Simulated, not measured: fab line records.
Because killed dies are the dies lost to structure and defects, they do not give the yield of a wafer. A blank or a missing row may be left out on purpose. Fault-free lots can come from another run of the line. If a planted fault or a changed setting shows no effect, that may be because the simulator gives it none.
Split-lot experiment    flow n5Finfet    21 wafers read across 7 lots, on a route 1938 steps long

SPLIT DETAILS
At N5_BEOL_M0_CUTY_ETCH_63 (etches SOC in N2/H2, target depth 82.7 nm, overetch 16.5 nm, time 124 s), the setting sourceW was moved away from the recipe's 840 W on 9 of the 21 wafers read, by -15.1% to +12.9%. This setting was run at the recipe's value on the other wafers.

The split's own step is where the reading is taken.

THE READING
rfVppV, in V, at N5_BEOL_M0_CUTY_ETCH_63 (etches SOC in N2/H2, target depth 82.7 nm, overetch 16.5 nm, time 124 s). On this fab line, fault-free wafers typically give 523.5 V with a standard deviation of 2.5 V.

wafer   tool, chamber at the split  sourceW as run, W  against the recipe  rfVppV, V  against lot-mates on the recipe
L081.1  rieDiel-05, 1               753.3              -10.3%              542.1      +23.4
L081.2  rieDiel-05, 2               753.3              -10.3%              539.2      +20.5
L081.3  rieDiel-05, 0               840                recipe              518.7      -
L082.2  rieDiel-04, 2               840                recipe              524.6      -
L082.4  rieDiel-04, 1               840                recipe              526.5      -
L082.6  rieDiel-04, 2               840                recipe              522.3      -
L084.2  rieDiel-04, 2               948.1              +12.9%              503.1      -18.1
L084.3  rieDiel-04, 3               840                recipe              520.9      -
L084.6  rieDiel-04, 3               840                recipe              521.6      -
L087.1  rieDiel-03, 2               840                recipe              526.3      -
L087.2  rieDiel-03, 1               908.9              +8.2%               507.9      -18.4
L087.3  rieDiel-03, 0               908.9              +8.2%               508.5      -17.8
L090.2  rieDiel-05, 0               713.3              -15.1%              548.7      +27.7
L090.3  rieDiel-05, 1               840                recipe              522.1      -
L090.5  rieDiel-05, 0               840                recipe              519.9      -
L091.2  rieDiel-05, 1               910.6              +8.4%               509.1      -13.7
L091.3  rieDiel-05, 3               910.6              +8.4%               512.5      -10.3
L091.6  rieDiel-05, 1               840                recipe              522.8      -
L092.2  rieDiel-03, 3               840                recipe              522.8      -
L092.4  rieDiel-03, 1               840                recipe              522.4      -
L092.6  rieDiel-03, 3               937.5              +11.6%              503.1      -19.5

FIT RESULTS
A straight line over all 21 wafers: rfVppV changes by -1.66 V for each +1% of sourceW; r = -0.98; the points scatter about the line by 2.1 V.
The same after taking each lot's own level away (the mean of its wafers on the recipe; 21 wafers): -1.81 V for each +1%; r = -0.98; scatter 2.4 V.
On that fit, the largest move of sourceW shifts the reading by 27 V.
Measured against the standard deviation above, the lots' own levels, which go from 518.70 to 526.30 V, span 3.0 times it.
So the lot-to-lot level changes the slope little: the two slopes agree.
Check: with one of the wafers moved furthest among these (-15.1%) left out of the fit, the line predicts +28.1 V for it against its lot-mates. Against them it came out at +27.7 V.
Tool readings at the split's step, against how far the setting was moved: rfVppV r = -0.98.

THE OTHER SPLITS THESE WAFERS WENT THROUGH
Other splits were also applied to these wafers ahead of the reading. Each is held against what the fit with the lots' levels taken away leaves over:
other split on the same wafers   wafers away from the commonest value  r with rfVppV (lot level and that fit taken away)
N5_BEOL_M0_SAQP_COAT_08 spinRpm  9                                     +0.11

THE FILE'S OWN FIT
rfVppV changes by -1.75 V for each +1% of sourceW, r = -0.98.
